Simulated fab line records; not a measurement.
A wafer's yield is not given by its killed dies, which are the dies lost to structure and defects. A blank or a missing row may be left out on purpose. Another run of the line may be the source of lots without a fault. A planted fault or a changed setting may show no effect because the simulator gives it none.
Chamber matching	flow n5 finfet	N5_BEOL_M1_CMP_52 on cmp-04 has 4 sister chambers
The step polishes, stops on SiOC, t overpolish 6.8 s, target thk 40 nm. 7 wafers are shown with their chamber, then 10 later ones without.

## WAFERS PAIRED WITH THEIR CHAMBERS
wafer	chamber	motor current A (A)	time to endpoint s (s)
L075.4	1	5.7	64
L085.4	3	6.6	58
L089.2	3	6.6	56
L089.4	0	4.9	65
L089.6	2	6.1	60
L090.2	2	5.6	62
L090.3	0	5.2	66

## WAFERS WITHOUT THEIR CHAMBER
wafer	motor current A (A)	time to endpoint s (s)
L090.4	5.9	65
L093.1	5.8	62
L093.3	6.1	68
L093.4	4.9	68
L094.1	5.6	59
L094.3	6.6	58
L094.5	5.9	65
L097.4	5.1	62
L097.5	4.9	63
L097.6	5.8	63

## WHICH CHAMBER EACH ONE RAN IN
wafer	from the rows above	in truth
L090.4	1	1
L093.1	can't be placed: 2 or 1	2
L093.3	can't be placed: 1 or 0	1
L093.4	0	0
L094.1	2	2
L094.3	3	3
L094.5	1	1
L097.4	can't be placed: 0 or 1 or 2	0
L097.5	can't be placed: 0 or 1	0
L097.6	can't be placed: 1 or 2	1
Correct placement for 5 of the 10. Not placeable from these rows: 5 (in 5, the candidates include the true chamber). Wrongly placed: 0.
How it was worked out, from the rows above alone: a wafer's distance from a chamber is the root of the sum, over the readings, of the square of ((its reading less the chamber's mean) divided by the reading's scatter). The wafer belongs to the nearest chamber; if the next one is less than 2 further off, it can't be placed. Each chamber's mean is taken over the wafers shown for it. How the scatter is found: for the shown wafers, subtract from each reading the mean of its chamber, square and add these, divide the total by (wafers less chambers), then take the root.
